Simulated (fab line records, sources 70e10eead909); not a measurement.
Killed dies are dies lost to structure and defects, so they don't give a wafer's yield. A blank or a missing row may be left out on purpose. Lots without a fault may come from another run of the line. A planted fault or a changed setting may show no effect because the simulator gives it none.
Which tool did it? | flow nand_harc | 13 lots, 39 wafers sampled, at 2 steps of a route of 1159

WHAT THE GAUGES READ, wafer by wafer
NHARC_THIN_TSV_CD_MEAS_12: target cd 1000 nm.
lot  | measured     | on        | cd_nm (nm)
L262 | day 18 04:28 | cd_sem-01 | 997.7 999.3 998.6
L263 | day 19 02:36 | cd_sem-01 | 996.7 997.9 996.9
L264 | day 19 03:55 | cd_sem-03 | 998.2 1001.3 999.6
L265 | day 19 05:05 | cd_sem-03 | 998.9 1000.4 1000.6
L267 | day 19 08:42 | cd_sem-01 | 1000.2 999.3 1000.6
L269 | day 20 00:45 | cd_sem-03 | 997.3 999.2 998.2
L270 | day 20 23:07 | cd_sem-01 | 1000.3 1002.3 1001.7
L274 | day 21 16:30 | cd_sem-01 | 999.5 998.3 998.5
L273 | day 22 07:15 | cd_sem-02 | 998.7 999.1 1001.5
L280 | day 23 04:22 | cd_sem-03 | 999.6 998.8 999.6
L282 | day 23 15:28 | cd_sem-03 | 997.5 997.0 997.2
L284 | day 24 00:24 | cd_sem-03 | 1000.7 999.3 997.0
L283 | day 24 06:35 | cd_sem-03 | 1000.5 1001.3 998.5

WHICH TOOL RAN EACH LOT (tool, then ch and the chambers of the sampled wafers, then the start)
lot  | NHARC_A_BONDPAD_ANNEAL_28
L262 | rtp_anneal-01 ch 0, day 17 12:05
L263 | rtp_anneal-01 ch 0, day 18 07:52
L264 | rtp_anneal-01 ch 0, day 18 09:37
L265 | rtp_anneal-02 ch 0, day 18 10:13
L267 | rtp_anneal-02 ch 0, day 18 20:34
L269 | rtp_anneal-01 ch 0, day 19 09:17
L270 | rtp_anneal-02 ch 0, day 20 10:39
L274 | rtp_anneal-02 ch 0, day 21 02:45
L273 | rtp_anneal-02 ch 0, day 21 17:22
L280 | rtp_anneal-01 ch 0, day 22 16:26
L282 | rtp_anneal-01 ch 0, day 23 00:25
L284 | rtp_anneal-02 ch 0, day 23 12:11
L283 | rtp_anneal-02 ch 0, day 23 17:14
- NHARC_A_BONDPAD_ANNEAL_28: time 90 s.

WHAT THE TOOLS THEMSELVES READ (means of the sampled wafers that have a number; where no wafer has one, the mark that the record gives instead)
NHARC_A_BONDPAD_ANNEAL_28.
lot  | tool          | wafer_temp_C_max
L262 | rtp_anneal-01 | 225.81
L263 | rtp_anneal-01 | 226.31
L264 | rtp_anneal-01 | 225.77
L265 | rtp_anneal-02 | 225.81
L267 | rtp_anneal-02 | 225.88
L269 | rtp_anneal-01 | 225.65
L270 | rtp_anneal-02 | 226.08
L274 | rtp_anneal-02 | 226.08
L273 | rtp_anneal-02 | 226.28
L280 | rtp_anneal-01 | 225.83
L282 | rtp_anneal-01 | 225.87
L284 | rtp_anneal-02 | 225.61
L283 | rtp_anneal-02 | 225.92

THE ANSWER, worked out from the rows above alone
Rule: what is usual is taken from the lots themselves. Put in order of their means at a reading, lots are off if they are a third of the lots or fewer, leave a main group of 4 or more, and stand apart from it by a gap of 3 or more times the standard deviation of the main group's means; of several such gaps the widest counts. A main group whose means are all the same, to the digits that the tables above print for the reading, isn't used. A lot without any number at a reading at which 4 lots or more have one is off too. The other lots that the step has rows for count as sound. The gauges are gone through in route order, then the tools' own readings, and for those a lot's mean is taken as printed above. The first step at which some lot is off is used, and at that step the reading that is off furthest; a lot without a number counts as furthest.
No lot is off at any reading shown: from this, nothing can be told.

WHAT THE SIMULATOR HAD PUT IN
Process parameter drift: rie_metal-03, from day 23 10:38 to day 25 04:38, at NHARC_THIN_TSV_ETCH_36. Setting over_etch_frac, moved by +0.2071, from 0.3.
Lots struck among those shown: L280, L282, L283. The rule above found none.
